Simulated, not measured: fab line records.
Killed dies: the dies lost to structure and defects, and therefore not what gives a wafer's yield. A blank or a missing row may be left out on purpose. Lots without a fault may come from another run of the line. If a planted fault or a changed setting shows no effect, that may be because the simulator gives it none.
Split-lot experiment    flow n5Finfet    route with 1938 steps; 7 lots, 21 wafers read

ABOUT THE SPLIT
At N5_BEOL_M0_SAQP_ILD_DEP_01 (deposits SiOC from DEMS/O2, target thk 45.419 nm, time 8.7 s), the setting timeS was moved away from the recipe's 8.7 s on 8 of the 21 wafers read, by -15.0% to +8.4%. The other wafers ran this setting at the recipe's value.

The split's own step is where the reading is taken.

THE READING
SiOC_of_BEOL_M0_SAQP_ILD_DEP_01.thkNm (the simulator's own value, which no gauge read), in nm, at N5_BEOL_M0_SAQP_ILD_DEP_01 (deposits SiOC from DEMS/O2, target thk 45.419 nm, time 8.7 s). No usual value for it is given in the file. Average 45.3 nm, standard deviation 0.42 nm, over the 13 wafers here run with the recipe.

wafer   tool, chamber at the split  timeS as run, s  against the recipe  SiOC_of_BEOL_M0_SAQP_ILD_DEP_01.thkNm, nm  against lot-mates on the recipe
L076.2  pecvd-03, 0                 8.7              recipe              45.4                                       -
L076.4  pecvd-03, 2                 7.395            -15.0%              38.8                                       -6.8
L076.6  pecvd-03, 0                 8.7              recipe              45.8                                       -
L077.2  pecvd-01, 0                 8.7              recipe              44.6                                       -
L077.3  pecvd-01, 2                 8.7              recipe              45.6                                       -
L077.5  pecvd-01, 2                 8.7              recipe              45.8                                       -
L078.1  pecvd-03, 0                 8.7              recipe              45.4                                       -
L078.3  pecvd-03, 1                 8.7              recipe              45.2                                       -
L078.5  pecvd-03, 2                 7.538            -13.4%              39.8                                       -5.5
L079.3  pecvd-02, 2                 8.7              recipe              45                                         -
L079.4  pecvd-02, 0,2               8.7              recipe              45.8                                       -
L079.6  pecvd-02, 0,2               8.7              recipe              45.8                                       -
L083.2  pecvd-03, 0                 9.271            +6.6%               47.4                                       +2.4
L083.3  pecvd-03, 2                 8.7              recipe              45                                         -
L083.6  pecvd-03, 0                 9.271            +6.6%               48.6                                       +3.6
L093.2  pecvd-03, 1                 8.7              recipe              44.6                                       -
L093.4  pecvd-03, 0                 9.295            +6.8%               48.8                                       +3.9
L093.6  pecvd-03, 1                 8.7              recipe              45.2                                       -
L096.2  pecvd-02, 2                 9.429            +8.4%               48.6                                       no lot-mate on the recipe
L096.3  pecvd-02, 1                 9.429            +8.4%               48.8                                       no lot-mate on the recipe
L096.6  pecvd-02, 0                 9.429            +8.4%               49.6                                       no lot-mate on the recipe
When a row names more than one chamber, that row covers several wafers, and the file does not tell which wafer ran in which chamber.

THE FIT
A straight line over all 21 wafers: SiOC_of_BEOL_M0_SAQP_ILD_DEP_01.thkNm changes by +0.432 nm for each +1% of timeS; r = +0.99; the points scatter about the line by 0.46 nm.
The same after taking each lot's own level away (the mean of its wafers on the recipe; 18 wafers): +0.452 nm for each +1%; r = +0.99; scatter 0.44 nm.
That fit puts the effect of the largest move of timeS on the reading at 6.8 nm.
From 44.90 to 45.60 nm: that is the span of the lots' own levels, equal to 1.7 times the standard deviation above.
Consequently the slope shifts little with the lot-to-lot level, the two slopes agreeing.
Check: with one of the wafers moved furthest among these (-15.0%) left out of the fit, the line predicts -6.61 nm for it against its lot-mates. Against them it came out at -6.8 nm.

OTHER SPLITS APPLIED TO THESE WAFERS
Other splits were also applied to these wafers ahead of the reading. Each is held against what the fit with the lots' levels taken away leaves over:
other split on the same wafers       wafers away from the commonest value  r with SiOC_of_BEOL_M0_SAQP_ILD_DEP_01.thkNm (lot level and that fit taken away)
N5_GATE_CUT_ALD_22 aldCycles         9                                     -0.20
N5_MOL_CONTACT_COAG_COAT_76 spinRpm  3                                     -0.09

FILE'S OWN FIT
SiOC_of_BEOL_M0_SAQP_ILD_DEP_01.thkNm changes by +0.45 nm for each +1% of timeS, r = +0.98.
